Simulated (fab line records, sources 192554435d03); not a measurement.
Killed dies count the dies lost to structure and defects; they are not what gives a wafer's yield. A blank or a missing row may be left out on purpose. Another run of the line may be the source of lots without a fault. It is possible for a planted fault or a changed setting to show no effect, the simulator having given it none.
Split-lot study -- flow n5-finfet -- 21 wafers read from 7 lots, route of 1938 steps

## ON THE SPLIT
At N5_BEOL_M11_COAT_63 (time 60 s, resist thk 100 nm), the setting spin-rpm was moved away from the recipe's 1500 rpm on 3 of the 21 wafers read, by -10.1% to -9.1%. For the rest of the wafers, this setting stayed at what the recipe calls for.

## FROM THE SPLIT TO THE READING: what the file shows between them, 8 steps
- N5_BEOL_M11_COAT_22: resist thk 90 nm (also split here: spin-rpm)
- N5_BEOL_M11_EBR_24
- N5_BEOL_M11_SOFTBAKE_23: time 60 s
- N5_BEOL_M11_EXPOSE_25: exposes mask V10
- N5_BEOL_M11_PEB_26: peb time 60 s
- N5_BEOL_M11_DEVELOP_27: develop time 30 s
- N5_BEOL_M11_DESCUM_33: chemistry O2, time 7.9 s
- N5_BEOL_M11_ETCH_65: etches SiARC in CF4, target depth 39 nm, time 65 s

## THE READING
etch.depth-nm (the simulator's own value, which no gauge read), in nm, at N5_BEOL_M11_ETCH_66 (etches SOC in N2/H2, target depth 120 nm, overetch 24 nm, time 180 s). The file gives no usual value for it. Average 100.07 nm, standard deviation 0.24 nm, over the 18 wafers here run with the recipe.

wafer,"tool, chamber at the split","spin-rpm as run, rpm",against the recipe,"etch.depth-nm, nm",against lot-mates on the recipe
L081.2,"litho-track-03, 0",1348,-10.1%,105.3,+5.70
L081.4,"litho-track-03, 0",1500,recipe,99.6,-
L081.5,"litho-track-03, 0",1348,-10.1%,105.4,+5.80
L083.2,"litho-track-01, 0",1500,recipe,100.6,-
L083.3,"litho-track-01, 0",1500,recipe,100.1,-
L083.6,"litho-track-01, 0",1500,recipe,100.2,-
L082.2,"litho-track-01, 0",1500,recipe,100.4,-
L082.3,"litho-track-01, 0",1500,recipe,100.3,-
L082.5,"litho-track-01, 0",1500,recipe,100.2,-
L086.1,"litho-track-02, 0",1500,recipe,99.91,-
L086.3,"litho-track-02, 0",1500,recipe,99.92,-
L086.5,"litho-track-02, 0",1500,recipe,99.9,-
L087.1,"litho-track-02, 0",1500,recipe,99.97,-
L087.4,"litho-track-02, 0",1500,recipe,99.83,-
L087.5,"litho-track-02, 0",1500,recipe,100,-
L092.1,"litho-track-03, 0",1500,recipe,99.91,-
L092.2,"litho-track-03, 0",1500,recipe,99.77,-
L092.5,"litho-track-03, 0",1363,-9.1%,104.8,+4.96
L096.1,"litho-track-01, 0",1500,recipe,100.2,-
L096.2,"litho-track-01, 0",1500,recipe,100.2,-
L096.3,"litho-track-01, 0",1500,recipe,100.2,-

FIT RESULTS
A straight line over all 21 wafers: etch.depth-nm changes by -0.52 nm for each +1% of spin-rpm; r = -0.99; the points scatter about the line by 0.23 nm.
The same after taking each lot's own level away (the mean of its wafers on the recipe; 21 wafers): -0.56 nm for each +1%; r = -1.00; scatter 0.11 nm.
Per that fit: largest spin-rpm move, reading shift of 5.7 nm.
The lots' own levels span 99.600 to 100.300 nm, that is 2.9 times the standard deviation above.
Consequently the slope shifts little with the lot-to-lot level, the two slopes agreeing.
Check: for one of the wafers moved furthest among these (-10.1%), held out of the fit, the line's prediction against its lot-mates is +5.67 nm. It came out at +5.7 nm against them.

## OTHER SPLITS APPLIED TO THESE WAFERS
Before the reading, these wafers also passed through other splits. Each is held against what the fit with the lots' levels taken away leaves over:
other split on the same wafers,wafers away from the commonest value,r with etch.depth-nm (lot level and that fit taken away)
N5_BEOL_M9_ETCH_66 time-s,8,-0.19
N5_BEOL_M9_TRENCH_ETCH_37 source-w,5,-0.22
N5_BEOL_M10_COAT_60 spin-rpm,5,+0.04
N5_BEOL_M10_EXPOSE_08 dose-mj,7,+0.32
N5_BEOL_M11_COAT_22 spin-rpm,9,+0.03

## THE WHOLE CHAIN: every reading that the file lists as answering this split, in the file's order
step,what it does,reading,change (the file's fit),r (the file's)
N5_BEOL_M11_COAT_63,"time 60 s, resist thk 100 nm","SOC_of_BEOL_M11_COAT_63.thk-nm (the simulator's own value, which no gauge read)",-0.551 nm for each +1% of the setting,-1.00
N5_BEOL_M11_ETCH_66,"etches SOC in N2/H2, target depth 120 nm, overetch 24 nm, time 180 s","etch.depth-nm (the simulator's own value, which no gauge read)",-0.558 nm for each +1% of the setting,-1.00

## THE FILE'S OWN FIT
etch.depth-nm changes by -0.558 nm for each +1% of spin-rpm, r = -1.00.
